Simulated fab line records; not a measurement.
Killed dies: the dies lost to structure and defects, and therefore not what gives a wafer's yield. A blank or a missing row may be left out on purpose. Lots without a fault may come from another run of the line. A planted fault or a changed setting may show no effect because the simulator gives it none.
Chamber matching -- flow n5-finfet -- rie-diel-01 running N5_BEOL_M8_STRIP_67: 4 sister chambers
The step strips in CF4. 20 wafers are shown with their chamber, then 10 later ones without.

WAFERS, EACH WITH ITS CHAMBER
wafer,chamber,drypump-motor-current-A (A),showerhead-plenum-p-Torr (Torr),oes-product-au (a.u.)
L080.1,0,5.5,1.82,0.86
L080.2,2,6.6,1.78,0.71
L080.5,3,5.1,1.70,0.71
L081.2,0,5.5,1.82,0.85
L081.3,1,6.6,1.81,0.85
L081.4,0,5.5,1.82,0.86
L085.1,2,6.6,1.78,0.69
L085.4,3,5.1,1.69,0.71
L085.5,0,5.5,1.82,0.84
L084.2,0,5.5,1.82,0.85
L084.3,1,6.7,1.81,0.84
L084.6,1,6.6,1.81,0.84
L087.3,0,5.5,1.82,0.85
L087.4,2,6.6,1.78,0.69
L087.6,1,6.7,1.81,0.83
L089.1,2,6.6,1.78,0.70
L089.2,1,6.6,1.81,0.82
L089.3,0,5.4,1.81,0.84
L089.4,2,6.6,1.78,0.69
L089.5,1,6.6,1.81,0.83

SIGNATURES (means of the wafers above)
reading,chamber 0,chamber 1,chamber 2,chamber 3,scatter within a chamber
drypump-motor-current-A,5.486,6.633,6.600,5.100,0.037
showerhead-plenum-p-Torr,1.8186,1.8100,1.7800,1.6950,0.00291
oes-product-au,0.8500,0.8350,0.6960,0.7100,0.00891
Rule: a wafer lies at a distance from a chamber equal to the root of the sum of squares, over the readings, of (its reading less the chamber's mean, divided by the reading's scatter). If the next closest chamber is less than 2 further off than the closest, the wafer can't be placed; otherwise it belongs to the closest. The scatter: the root of (the sum of the squares of (reading less its chamber's mean) over the shown wafers, divided by (wafers less chambers)).

WAFERS WHOSE CHAMBER IS MISSING
wafer,drypump-motor-current-A (A),showerhead-plenum-p-Torr (Torr),oes-product-au (a.u.)
L089.6,5.5,1.82,0.84
L094.1,5.1,1.90,0.97
L094.5,6.6,1.78,0.68
L094.6,6.6,1.81,0.82
L093.2,6.6,1.81,0.81
L093.4,6.6,1.78,0.68
L093.6,5.5,1.81,0.82
L095.2,6.6,1.81,0.81
L095.4,5.2,1.90,0.96
L095.6,5.5,1.81,0.81

WHICH CHAMBER EACH ONE RAN IN
wafer,from the rows above,in truth
L089.6,0,0
L094.1,0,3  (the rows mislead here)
L094.5,2,2
L094.6,1,1
L093.2,1,1
L093.4,2,2
L093.6,0,0
L095.2,1,1
L095.4,0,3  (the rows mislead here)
L095.6,0,0
Correctly placed: 8 of 10. Not placeable from these rows: 0. Placed wrongly: 2.
